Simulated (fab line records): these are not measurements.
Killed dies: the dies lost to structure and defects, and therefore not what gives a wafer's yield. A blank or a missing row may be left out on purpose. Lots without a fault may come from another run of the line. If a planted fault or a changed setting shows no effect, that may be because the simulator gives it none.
Split-lot trial / flow n5-finfet / 21 wafers read from 7 lots, route of 1938 steps

== ON THE SPLIT ==
At N5_BEOL_M1_ETCH_70 (etches SOC in N2/H2, target depth 80 nm, overetch 16 nm, time 120 s), the setting time-s was moved away from the recipe's 120 s on 7 of the 21 wafers read, by -16.6% to -7.6%. This setting was run at the recipe's value on the other wafers.

Reading taken at the split's own step.

== THE READING ==
SiARC_of_BEOL_M1_COAT_68.thk-nm (the simulator's own value, which no gauge read), in nm, at N5_BEOL_M1_ETCH_70 (etches SOC in N2/H2, target depth 80 nm, overetch 16 nm, time 120 s). No usual value for it is given in the file. The 14 wafers here that ran the recipe average 6.4 nm, standard deviation 0.16 nm.

wafer=L075.2; tool, chamber at the split=rie-diel-03, 1,2; time-s as run, s=120; against the recipe=recipe; SiARC_of_BEOL_M1_COAT_68.thk-nm, nm=6.4; against lot-mates on the recipe=-
wafer=L075.4; tool, chamber at the split=rie-diel-03, 1,2; time-s as run, s=120; against the recipe=recipe; SiARC_of_BEOL_M1_COAT_68.thk-nm, nm=6.4; against lot-mates on the recipe=-
wafer=L075.3; tool, chamber at the split=rie-diel-03, 3; time-s as run, s=120; against the recipe=recipe; SiARC_of_BEOL_M1_COAT_68.thk-nm, nm=6.6; against lot-mates on the recipe=-
wafer=L077.4; tool, chamber at the split=rie-diel-05, 1; time-s as run, s=120; against the recipe=recipe; SiARC_of_BEOL_M1_COAT_68.thk-nm, nm=6.4; against lot-mates on the recipe=-
wafer=L077.5; tool, chamber at the split=rie-diel-05, 3,0; time-s as run, s=110.9; against the recipe=-7.6%; SiARC_of_BEOL_M1_COAT_68.thk-nm, nm=6.8; against lot-mates on the recipe=+0.4
wafer=L077.6; tool, chamber at the split=rie-diel-05, 3,0; time-s as run, s=110.9; against the recipe=-7.6%; SiARC_of_BEOL_M1_COAT_68.thk-nm, nm=6.8; against lot-mates on the recipe=+0.4
wafer=L079.4; tool, chamber at the split=rie-diel-03, 1; time-s as run, s=120; against the recipe=recipe; SiARC_of_BEOL_M1_COAT_68.thk-nm, nm=6.4; against lot-mates on the recipe=-
wafer=L079.5; tool, chamber at the split=rie-diel-03, 0; time-s as run, s=108.3; against the recipe=-9.8%; SiARC_of_BEOL_M1_COAT_68.thk-nm, nm=7; against lot-mates on the recipe=+0.5
wafer=L079.6; tool, chamber at the split=rie-diel-03, 3; time-s as run, s=120; against the recipe=recipe; SiARC_of_BEOL_M1_COAT_68.thk-nm, nm=6.6; against lot-mates on the recipe=-
wafer=L085.2; tool, chamber at the split=rie-diel-05, 2; time-s as run, s=120; against the recipe=recipe; SiARC_of_BEOL_M1_COAT_68.thk-nm, nm=6.2; against lot-mates on the recipe=-
wafer=L085.4; tool, chamber at the split=rie-diel-05, 3; time-s as run, s=120; against the recipe=recipe; SiARC_of_BEOL_M1_COAT_68.thk-nm, nm=6.4; against lot-mates on the recipe=-
wafer=L085.6; tool, chamber at the split=rie-diel-05, 1; time-s as run, s=120; against the recipe=recipe; SiARC_of_BEOL_M1_COAT_68.thk-nm, nm=6.6; against lot-mates on the recipe=-
wafer=L086.2; tool, chamber at the split=rie-diel-01, 2,3; time-s as run, s=120; against the recipe=recipe; SiARC_of_BEOL_M1_COAT_68.thk-nm, nm=6.4; against lot-mates on the recipe=-
wafer=L086.4; tool, chamber at the split=rie-diel-01, 2,3; time-s as run, s=120; against the recipe=recipe; SiARC_of_BEOL_M1_COAT_68.thk-nm, nm=6.4; against lot-mates on the recipe=-
wafer=L086.5; tool, chamber at the split=rie-diel-01, 2; time-s as run, s=100.1; against the recipe=-16.6%; SiARC_of_BEOL_M1_COAT_68.thk-nm, nm=7.4; against lot-mates on the recipe=+1.0
wafer=L088.2; tool, chamber at the split=rie-diel-01, 1; time-s as run, s=120; against the recipe=recipe; SiARC_of_BEOL_M1_COAT_68.thk-nm, nm=6; against lot-mates on the recipe=-
wafer=L088.5; tool, chamber at the split=rie-diel-01, 1; time-s as run, s=120; against the recipe=recipe; SiARC_of_BEOL_M1_COAT_68.thk-nm, nm=6.2; against lot-mates on the recipe=-
wafer=L088.6; tool, chamber at the split=rie-diel-01, 0; time-s as run, s=120; against the recipe=recipe; SiARC_of_BEOL_M1_COAT_68.thk-nm, nm=6.4; against lot-mates on the recipe=-
wafer=L097.1; tool, chamber at the split=rie-diel-03, 1; time-s as run, s=103.3; against the recipe=-13.9%; SiARC_of_BEOL_M1_COAT_68.thk-nm, nm=7.2; against lot-mates on the recipe=no lot-mate on the recipe
wafer=L097.6; tool, chamber at the split=rie-diel-03, 1; time-s as run, s=103.3; against the recipe=-13.9%; SiARC_of_BEOL_M1_COAT_68.thk-nm, nm=7.2; against lot-mates on the recipe=no lot-mate on the recipe
wafer=L097.3; tool, chamber at the split=rie-diel-03, 0; time-s as run, s=103.3; against the recipe=-13.9%; SiARC_of_BEOL_M1_COAT_68.thk-nm, nm=7.4; against lot-mates on the recipe=no lot-mate on the recipe
When a row names more than one chamber, that row covers several wafers, and the file does not tell which wafer ran in which chamber.

THE FIT
A straight line over all 21 wafers: SiARC_of_BEOL_M1_COAT_68.thk-nm changes by -0.062 nm for each +1% of time-s; r = -0.94; the points scatter about the line by 0.14 nm.
The same after taking each lot's own level away (the mean of its wafers on the recipe; 18 wafers): -0.0571 nm for each +1%; r = -0.92; scatter 0.12 nm.
According to that fit, moving time-s by its largest amount changes the reading by 0.95 nm.
From 6.20 to 6.50 nm: that is the span of the lots' own levels, equal to 1.9 times the standard deviation above.
Consequently the slope shifts little with the lot-to-lot level, the two slopes agreeing.
Check: for one of the wafers moved furthest among these (-16.6%), held out of the fit, the line's prediction against its lot-mates is +0.864 nm. It came out at +1 nm against them.

== THE OTHER SPLITS THESE WAFERS WENT THROUGH ==
Before the reading, these wafers also passed through other splits. Each is held against what the fit with the lots' levels taken away leaves over:
other split on the same wafers=N5_HKMG_FIN_COAT_43 spin-rpm; wafers away from the commonest value=7; r with SiARC_of_BEOL_M1_COAT_68.thk-nm (lot level and that fit taken away)=+0.51
other split on the same wafers=N5_GATE_CUT_COAT_27 spin-rpm; wafers away from the commonest value=2; r with SiARC_of_BEOL_M1_COAT_68.thk-nm (lot level and that fit taken away)=+0.03
other split on the same wafers=N5_GATE_CUT_DESCUM_18 time-s; wafers away from the commonest value=6; r with SiARC_of_BEOL_M1_COAT_68.thk-nm (lot level and that fit taken away)=+0.14
other split on the same wafers=N5_MOL_CONTACT_COAG_ALD_27 ald-cycles; wafers away from the commonest value=6; r with SiARC_of_BEOL_M1_COAT_68.thk-nm (lot level and that fit taken away)=+0.34
other split on the same wafers=N5_MOL_CONTACT_COAG_PECVD_31 temp-c; wafers away from the commonest value=9; r with SiARC_of_BEOL_M1_COAT_68.thk-nm (lot level and that fit taken away)=-0.08
other split on the same wafers=N5_MOL_CONTACT_COAG_ETCHBACK_135 time-s; wafers away from the commonest value=6; r with SiARC_of_BEOL_M1_COAT_68.thk-nm (lot level and that fit taken away)=-0.25
other split on the same wafers=N5_BEOL_M0_SAQP_PECVD_96 time-s; wafers away from the commonest value=6; r with SiARC_of_BEOL_M1_COAT_68.thk-nm (lot level and that fit taken away)=-0.15

== THE FILE'S OWN FIT ==
SiARC_of_BEOL_M1_COAT_68.thk-nm changes by -0.0573 nm for each +1% of time-s, r = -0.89.
